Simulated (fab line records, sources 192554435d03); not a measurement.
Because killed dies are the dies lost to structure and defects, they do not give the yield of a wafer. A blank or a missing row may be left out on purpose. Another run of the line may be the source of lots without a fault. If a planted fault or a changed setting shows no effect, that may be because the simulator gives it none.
Chamber matching + flow n5-finfet + 4 sister chambers for N5_BEOL_M0_CUTY_ETCH_63 on rie-diel-02
The step etches SOC in N2/H2, target depth 82.7 nm, overetch 16.5 nm, time 124 s. 18 wafers are shown with their chamber, then 9 later ones without.

## EACH WAFER AND ITS CHAMBER
| wafer  | chamber | showerhead-plenum-p-Torr (Torr) | drypump-motor-current-A (A) | throttle-valve-pct (%) |
|--------|---------|---------------------------------|-----------------------------|------------------------|
| L075.3 | 2       | 2.70                            | 5.8                         | 17.92                  |
| L075.4 | 0       | 2.44                            | 6.1                         | 17.75                  |
| L075.6 | 0       | 2.44                            | 6.1                         | 17.75                  |
| L080.1 | 1       | 2.56                            | 5.2                         | 17.83                  |
| L080.2 | 2       | 2.70                            | 5.8                         | 17.93                  |
| L080.6 | 2       | 2.70                            | 5.8                         | 17.93                  |
| L087.3 | 3       | 2.62                            | 4.9                         | 17.99                  |
| L087.4 | 0       | 2.43                            | 6.2                         | 17.80                  |
| L087.6 | 3       | 2.62                            | 4.9                         | 17.99                  |
| L088.1 | 2       | 2.69                            | 5.8                         | 17.96                  |
| L088.3 | 0       | 2.43                            | 6.1                         | 17.81                  |
| L088.4 | 1       | 2.55                            | 5.2                         | 17.86                  |
| L089.1 | 2       | 2.69                            | 5.8                         | 17.96                  |
| L089.2 | 3       | 2.62                            | 4.9                         | 18.01                  |
| L089.6 | 2       | 2.69                            | 5.8                         | 17.96                  |
| L090.1 | 3       | 2.62                            | 4.8                         | 18.01                  |
| L090.2 | 2       | 2.69                            | 5.8                         | 17.97                  |
| L090.4 | 1       | 2.55                            | 5.2                         | 17.85                  |

SIGNATURES (means of the wafers above)
| reading                  | chamber 0 | chamber 1 | chamber 2 | chamber 3 | scatter within a chamber |
|--------------------------|-----------|-----------|-----------|-----------|--------------------------|
| showerhead-plenum-p-Torr | 2.4350    | 2.5533    | 2.6943    | 2.6200    | 0.00491                  |
| drypump-motor-current-A  | 6.125     | 5.200     | 5.800     | 4.875     | 0.0327                   |
| throttle-valve-pct       | 17.7775   | 17.8467   | 17.9471   | 18.0000   | 0.0212                   |
Rule: for each reading, subtract the chamber's mean from the wafer's reading, divide by that reading's scatter and square the result; add these up over the readings and take the root, which gives the wafer's distance from the chamber. The wafer belongs to the nearest chamber; if the next one is less than 2 further off, it can't be placed. The scatter is the square root of a quotient: the sum, over the shown wafers, of each reading's squared deviation from its chamber's mean, divided by wafers minus chambers.

## WAFERS WITHOUT THEIR CHAMBER
| wafer  | showerhead-plenum-p-Torr (Torr) | drypump-motor-current-A (A) | throttle-valve-pct (%) |
|--------|---------------------------------|-----------------------------|------------------------|
| L091.4 | 2.62                            | 4.9                         | 18.00                  |
| L091.5 | 2.55                            | 5.2                         | 17.86                  |
| L091.6 | 2.42                            | 6.2                         | 17.81                  |
| L094.1 | 2.42                            | 6.1                         | 17.83                  |
| L094.3 | 2.61                            | 4.8                         | 18.02                  |
| L094.5 | 2.69                            | 5.8                         | 17.98                  |
| L096.3 | 2.54                            | 5.2                         | 17.88                  |
| L096.5 | 2.61                            | 4.9                         | 18.03                  |
| L096.6 | 2.68                            | 5.8                         | 18.00                  |

## WHICH CHAMBER EACH WENT THROUGH
| wafer  | from the rows above | in truth |
|--------|---------------------|----------|
| L091.4 | 3                   | 3        |
| L091.5 | 1                   | 1        |
| L091.6 | 0                   | 0        |
| L094.1 | 0                   | 0        |
| L094.3 | 3                   | 3        |
| L094.5 | 2                   | 2        |
| L096.3 | 1                   | 1        |
| L096.5 | 3                   | 3        |
| L096.6 | 2                   | 2        |
Placed correctly: 9 of 9. Number that these rows cannot place: 0. Placed wrongly: 0.
